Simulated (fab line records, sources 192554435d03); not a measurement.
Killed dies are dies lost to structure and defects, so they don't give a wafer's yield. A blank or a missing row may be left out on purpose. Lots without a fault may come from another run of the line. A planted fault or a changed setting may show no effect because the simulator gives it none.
fab line records | flow n5_finfet
record lots=7 wafers=39
route steps=1938 shown DUMMY_GATE@250 MOL_CONTACT_COAG@535
start_h: hours from the record's first day to the start of the lot's first wafer shown | wait_h: hours since the lot's step before | " the same as in the row above | L1.1+2: a row that stands for several wafers | - no value, or no start given | * or withheld: withheld | < > ~ a bound
route shown NAME@n: a module of which the file shows steps, and the number in the route of the first | usual: mean/standard deviation of fault-free wafers | same: alike in all rows | chamber/n: place in a boat | sites: the reading at each site | _std_site: their standard deviation | _edge_site: outer sites' mean less inner sites' | radius_mm: how far each site lies from the wafer's centre | mask NAME#n: copy n | behind: the tool/chamber that last shaped the wafer | hold: why the lot was held/for how many hours/how that ended | device: the transistor (n, p or np) that didn't switch | end of line: the same wafers' tests at the end of the route | a step without rows: its recipe alone | killed: dies lost to structure and defects at the first sort, not the wafer's yield | map: a wafer's dies, x killed, . not, _ none there
set.NAME: the setting as run; set.NAME@STEP: as run at that earlier step | model.NAME: the simulator's own value behind a step, which no gauge read
lots whose settings were changed on purpose; a table a step, a row a wafer
## steps
# step N5_DUMMY_GATE_ETCH_42
# recipe chemistry=CHF3/O2 target=SiO2 target_depth_a=35 time_s=31 ion_energy_ev=30 bias_w=12 pressure_mtorr=30 source_w=600 Ar_flow_sccm=200 CHF3_flow_sccm=50 O2_flow_sccm=5
# usual rf_vpp_V=42.3/1
# columns lot.wafer tool chamber start_h wait_h set.bias_w set.dose_mj@DUMMY_GATE_EXPOSE_12 rf_vpp_V model.DUMMY_GATE.cd_nm
L074.1 rie_diel-05 3 46.99 0.1 12 34 41.2 14.6
L074.2 " 1 " " 12 31.54 40.8 16.4
L074.3 " 2 " " 12 31.54 42.6 16.4
L074.4 " 1 " " 12 34 42.4 15.2
L074.5 " 2 " " 12 31.54 41.9 16.2
L074.6 " 3 " " 12 34 43.3 14.4
L078.1 rie_diel-02 3 71.11 0.0 13.91 34 44.0 15.4
L078.2 " 1 " " 12 32.24 41.4 16
L078.3 " 0 " " 12 34 42.4 15
L078.4 " 2 " " 13.91 34 47.0 15
L078.5 " 3 " " 13.91 32.24 46.6 15.8
L078.6 " 0 " " 12 32.24 42.9 16.2
L079.1 rie_diel-05 3 75.28 0.0 12.94 31.31 44.1 16.6
L079.2 " 0 " " 12.94 34 47.2 15.2
L079.3 " 2 " " 12 31.31 42.6 16.8
L079.4 " 1 " " 12.94 34 44.6 15.2
L079.5 " 3 " " 12 31.31 42.1 16.8
L079.6 " 0 " " 12 34 43.0 15.4
L083.1 rie_diel-05 2 107.87 0.3 12 34 42.2 15.4
L083.2 " 0 " " 12 34 43.5 14.8
L083.3 " 1 " " 11.17 34 39.6 14.8
L083.4 " 0 " " 12 34 42.4 14.6
L083.5 " 1 " " 11.17 34 40.1 14.8
L083.6 " 2 " " 11.17 34 39.6 15
L087.1 rie_diel-04 1 125.02 0.1 10.14 34 36.8 15.2
L087.2 " 2 " " 12 32.07 41.8 16.4
L087.3 " 3 " " 10.14 34 37.0 15.2
L087.4 " 0 " " 12 34 43.3 14.6
L087.5 " 2 " " 12 32.07 40.2 16
L087.6 " 1 " " 10.14 32.07 38.3 15.8
L088.2 rie_diel-05 2 132.71 0.2 12 34 40.8 14.4
L088.4 " 3 " " 12 34 42.2 15.4
L088.5 " 3 " " 12 34 41.3 14.8
L095.1 rie_diel-05 3 172.62 0.0 14.09 35.11 48.1 13.4
L095.2 " 0 " " 14.09 34 45.7 14.4
L095.3 " 2 " " 12 35.11 41.6 14.6
L095.4 " 1 " " 12 35.11 42.0 14
L095.5 " 3 " " 14.09 34 47.8 14.8
L095.6 " 0 " " 12 34 43.8 14.4
# step N5_MOL_CONTACT_COAG_CONTACT_ETCH_14
# recipe chemistry=C4F6/O2 target=SiO2 target_depth_a=275 overetch_a=85 mask_material=SOC pressure_mtorr=30 source_w=370 bias_w=185 Ar_flow_sccm=300 C4F6_flow_sccm=16 O2_flow_sccm=10 time_s=20 ion_energy_ev=259.6
# usual rf_vpp_V=693/3.5
# columns lot.wafer tool chamber start_h wait_h set.source_w rf_vpp_V
L074.1 rie_diel-01 2 86.45 0.0 370 698
L074.2 " 0 " " 370 693
L074.3 " 3 " " 370 699
L074.4 " 1 " " 370 692
L074.5 " 2 " " 370 698
L074.6 " 1 " " 370 691
L078.1 rie_diel-06 1 111.45 0.0 370 693
L078.2 " 0 " " 370 694
L078.3 " 2 " " 370 690
L078.4 " 3 " " 370 692
L078.5 " 1 " " 370 693
L078.6 " 0 " " 370 698
L079.1 rie_diel-01 0 115.59 0.0 370 691
L079.2 " 2 " " 418 676
L079.3 " 1 " " 370 691
L079.4 " 3 " " 370 699
L079.5 " 3 " " 418 670
L079.6 " 2 " " 418 675
L083.1 rie_diel-01 2 149.03 0.0 370 699
L083.2 " 3 " " 370 700
L083.3 " 0 " " 370 691
L083.4 " 3 " " 370 698
L083.5 " 0 " " 370 691
L083.6 " 2 " " 370 697
L087.1 rie_diel-06 0 166.03 0.0 316.4 729
L087.2 " 1 " " 370 692
L087.3 " 2 " " 316.4 720
L087.4 " 3 " " 316.4 729
L087.5 " 2 " " 370 689
L087.6 " 3 " " 370 691
L088.2 rie_diel-01 2 175.18 0.0 370 698
L088.4 " 0 " " 370 692
L088.5 " 0 " " 370 692
L095.1 rie_diel-06 0 215.47 0.0 370 695
L095.2 " 3 " " 370 691
L095.3 " 2 " " 304.6 728
L095.4 " 1 " " 304.6 741
L095.5 " 1 " " 304.6 739
L095.6 " 0 " " 370 697
# step N5_MOL_CONTACT_COAG_ETCH_67
# recipe chemistry=N2/H2 target=SOC target_depth_a=600 overetch_a=210 mask_material=SiARC temp_c=40 time_s=101.2 ion_energy_ev=200 pressure_mtorr=30 source_w=840 bias_w=150 n2_flow_sccm=200 h2_flow_sccm=200
# usual rf_vpp_V=524.3/2.6
# columns lot.wafer tool chamber start_h wait_h set.source_w rf_vpp_V
L074.1 rie_diel-06 0 97.83 0.0 927.5 508.7
L074.2 " 3 " " 927.5 505.0
L074.3 " 2 " " 840 521.0
L074.4 " 1 " " 840 524.7
L074.5 " 0 " " 927.5 510.7
L074.6 " 3 " " 840 522.1
L078.1 rie_diel-01 0 122.55 0.0 840 523.7
L078.2 " 1 " " 840 522.3
L078.3 " 2 " " 840 527.1
L078.4 " 3 " " 840 528.2
L078.5 " 1 " " 840 520.4
L078.6 " 0 " " 840 523.8
L079.1 rie_diel-01 3 125.62 0.0 840 528.0
L079.2 " 0 " " 840 523.8
L079.3 " 2 " " 758 544.6
L079.4 " 1 " " 758 542.2
L079.5 " 0 " " 840 524.2
L079.6 " 1 " " 758 541.1
L083.1 rie_diel-06 0 161.22 0.0 791.6 537.7
L083.2 " 3 " " 840 521.0
L083.3 " 1 " " 791.6 535.4
L083.4 " 2 " " 840 520.2
L083.5 " 3 " " 840 521.3
L083.6 " 0 " " 791.6 536.1
L087.1 rie_diel-01 0 177.12 0.0 731.4 548.3
L087.2 " 1 " " 840 522.6
L087.3 " 3 " " 840 528.1
L087.4 " 2 " " 731.4 552.3
L087.5 " 3 " " 840 526.6
L087.6 " 0 " " 731.4 548.0
L088.2 rie_diel-01 2 191.19 0.0 840 528.7
L088.4 " 1 " " 840 523.0
L088.5 " 0 " " 840 523.5
L095.1 rie_diel-03 1 228.41 0.0 739.4 543.1
L095.2 " 3 " " 840 527.1
L095.3 " 2 " " 739.4 540.8
L095.4 " 0 " " 739.4 547.7
L095.5 " 3 " " 840 524.8
L095.6 " 0 " " 840 524.6
# step N5_MOL_CONTACT_COAG_ANNEAL_112
# recipe temp_c=400 time_s=1800 ambient=HPD2 pressure_atm=10
# usual wafer_temp_C_max=402.7/0.51
# columns lot.wafer tool chamber start_h wait_h set.temp_c wafer_temp_C_max
L074.1 hp_anneal-01 0 100.77 1.7 389.4 391.5
L074.2 " 0 " " 389.4 393.6
L074.3 " 0 " " 389.4 392.5
L074.4 " 0 " " 389.4 392.0
L074.5 " 0 " " 389.4 392.1
L074.6 " 0 " " 389.4 392.0
L078.1 hp_anneal-01 0 123.80 0.0 400 403.0
L078.2 " 0 " " 400 402.3
L078.3 " 0 " " 400 403.3
L078.4 " 0 " " 400 401.8
L078.5 " 0 " " 400 402.7
L078.6 " 0 " " 400 402.6
L079.1 hp_anneal-01 0 126.86 0.0 394.5 397.2
L079.2 " 0 " " 394.5 397.0
L079.3 " 0 " " 394.5 397.9
L079.4 " 0 " " 394.5 396.8
L079.5 " 0 " " 394.5 397.0
L079.6 " 0 " " 394.5 398.2
L083.1 hp_anneal-01 0 162.47 0.0 409.8 412.2
L083.2 " 0 " " 409.8 412.0
L083.3 " 0 " " 409.8 412.1
L083.4 " 0 " " 409.8 412.0
L083.5 " 0 " " 409.8 412.1
L083.6 " 0 " " 409.8 413.5
L087.1 hp_anneal-01 0 178.39 0.0 395.9 398.3
L087.2 " 0 " " 395.9 399.1
L087.3 " 0 " " 395.9 398.3
L087.4 " 0 " " 395.9 398.5
L087.5 " 0 " " 395.9 398.5
L087.6 " 0 " " 395.9 398.4
L088.2 hp_anneal-01 0 192.43 0.0 400 403.6
L088.4 " 0 " " 400 402.6
L088.5 " 0 " " 400 403.1
L095.1 hp_anneal-01 0 229.66 0.0 400 403.3
L095.2 " 0 " " 400 402.2
L095.3 " 0 " " 400 403.5
L095.4 " 0 " " 400 403.5
L095.5 " 0 " " 400 402.9
L095.6 " 0 " " 400 402.3
## key
split step=N5_DUMMY_GATE_ETCH_42 setting=bias_w stated=12 by=wafer
response step=N5_DUMMY_GATE_ETCH_42 reading=rf_vpp_V change=+0.276 per=1% r=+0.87
split step=N5_MOL_CONTACT_COAG_CONTACT_ETCH_14 setting=source_w stated=370 by=wafer
response step=N5_MOL_CONTACT_COAG_CONTACT_ETCH_14 reading=rf_vpp_V change=-2.19 per=1% r=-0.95
split step=N5_MOL_CONTACT_COAG_ETCH_67 setting=source_w stated=840 by=wafer
response step=N5_MOL_CONTACT_COAG_ETCH_67 reading=rf_vpp_V change=-1.71 per=1% r=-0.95
split step=N5_MOL_CONTACT_COAG_ANNEAL_112 setting=temp_c stated=400 by=lot
response step=N5_MOL_CONTACT_COAG_ANNEAL_112 reading=wafer_temp_C_max change=* per=1% r=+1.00
split outside_this_file step=N5_DUMMY_GATE_EXPOSE_12 setting=dose_mj
# split outside_this_file: this setting was split too, and the file shows its column; the key of that split is in another file
